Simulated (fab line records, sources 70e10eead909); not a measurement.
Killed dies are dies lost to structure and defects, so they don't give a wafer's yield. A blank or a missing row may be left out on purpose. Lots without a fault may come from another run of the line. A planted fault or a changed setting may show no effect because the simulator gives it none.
A struck lot beside a sound one | flow nand_harc | 22 steps out of a route of 1302
Sound: wafers L268.2, L268.3, L268.6. Struck: wafers L272.3, L272.4, L272.6. The cause comes at the end.
At each step with rows: each side's tool, then ch and its chambers, then its first start. Under that, the readings that differ: sound wafers | struck wafers | difference of the means | sigmas: that difference in standard deviations of wafers without a fault.
alike: readings whose means differ by less than 2 such deviations, and words and numbers that are the same on both sides. not compared: withheld readings, readings that some wafer has no value for, bounds like >300 that may hide the same value, and numbers for which the record gives no deviation and whose values overlap.
The two part at a step that has a row with sigmas, a row that says differs or no value, or rows on one side only. Numbers that don't overlap but have no deviation are shown without sigmas and don't part them. A reading that every wafer of one side lacks parts them only if that side has two wafers or more.

NHARC_A_M0_CMP_23: polishes, t overpolish 20 s, target thk 113.75 nm.
  sound on cmp-03 ch 0,1,3, day 27 02:19; struck on cmp-03 ch 1,2, day 27 19:37
  alike: motor_current_A, time_to_endpoint_s
NHARC_A_M0_THK_MEAS_24: measures by xrf.
  sound on film_metro-01, day 27 02:38; struck on film_metro-02, day 27 19:56
  alike: thk_nm
then, 1 step without rows for these wafers: NHARC_A_M0_SRD_25.
NHARC_A_M0_INSPECT_27:
  sound on defect_inspect-01, day 27 02:47; struck on defect_inspect-01, day 27 20:05
  alike: raw_defect_count
NHARC_A_M0_PRE_CLEAN_31: time 12 s.
  sound on pecvd-01 ch 0,2, day 27 02:51; struck on pecvd-03 ch 0,2, day 27 20:11
  alike: heater_power_w
NHARC_A_M0_DEP_32: deposits SiCN, target thk 30 nm.
  sound on pecvd-01 ch 0,2, day 27 02:56; struck on pecvd-03 ch 0,2, day 27 20:18
  alike: heater_power_w
then, 5 steps without rows for these wafers: NHARC_A_M1_DEP_00 (deposits SiOC, target thk 182.5 nm); NHARC_A_M1_DEHYDRATE_01 (time 120 s); NHARC_A_M1_HMDS_02 (time 30 s); NHARC_A_M1_COAT_34 (time 65 s); NHARC_A_M1_COAT_03 (resist thk 90 nm).
NHARC_A_M1_SOFTBAKE_04: time 55 s.
  sound on litho_track-04 ch 0, day 27 03:00; struck on litho_track-04 ch 0, day 27 21:00
  reading                  | sound                | struck               | difference | sigmas
  heater_power_total_W (W) | 188.46 188.31 188.38 | 204.11 204.07 203.83 | +15.62     | +99 or more
then, 4 steps without rows for these wafers: NHARC_A_M1_EBR_05; NHARC_A_M1_EXPOSE_06 (exposes mask A M1, target cd 120 nm); NHARC_A_M1_PEB_07 (peb time 65 s); NHARC_A_M1_DEVELOP_08 (develop time 35 s).
NHARC_A_M1_CD_MEAS_09: target cd 120 nm.
  sound on cd_sem-03 ch 0, day 27 04:03; struck on cd_sem-03 ch 0, day 27 21:23
  reading    | sound             | struck            | difference | sigmas
  cd_nm (nm) | 120.6 120.4 120.3 | 119.3 119.4 119.4 | -1.1       | -2
NHARC_A_M1_OVL_MEAS_10: pitch 240 nm.
  sound on overlay-02, day 27 04:08; struck on overlay-01, day 27 21:28
  alike: overlay_x_nm, overlay_y_nm
NHARC_A_M1_INSPECT_11:
  sound on defect_inspect-02, day 27 04:11; struck on defect_inspect-02, day 27 21:31
  alike: raw_defect_count
NHARC_A_M1_DESCUM_14: chemistry O2, time 3 s.
  sound on rie_diel-06 ch 1,3, day 27 04:14; struck on rie_diel-01 ch 0,1,2, day 27 21:34
  alike: drypump_motor_current_A, oes_product_au, rf_vpp_V, showerhead_plenum_p_Torr, throttle_valve_pct
  not compared: rf_hours_counter_h, model.A_M1.cd_nm
NHARC_A_M1_ETCH_35: etches the open film in N2/H2, target depth 40 nm, overetch 12 nm, time 43.94 s.
  sound on rie_diel-06 ch 0,1,3, day 27 04:20; struck on rie_diel-01 ch 2,3, day 27 21:40
  alike: drypump_motor_current_A, oes_product_au, rf_vpp_V, showerhead_plenum_p_Torr, throttle_valve_pct
  not compared: rf_hours_counter_h
NHARC_END_SORT_01:
  the record has rows for the sound wafers here (prober-02 ch 0, day 28 18:30) and none for the struck ones

WHERE THEY PART
First at NHARC_A_M1_SOFTBAKE_04; last, within this record, at NHARC_END_SORT_01.

WHY: what the simulator had put in
Process parameter drift: litho_track-04, from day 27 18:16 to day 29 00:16, at NHARC_A_M1_SOFTBAKE_04. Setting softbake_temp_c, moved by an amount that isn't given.
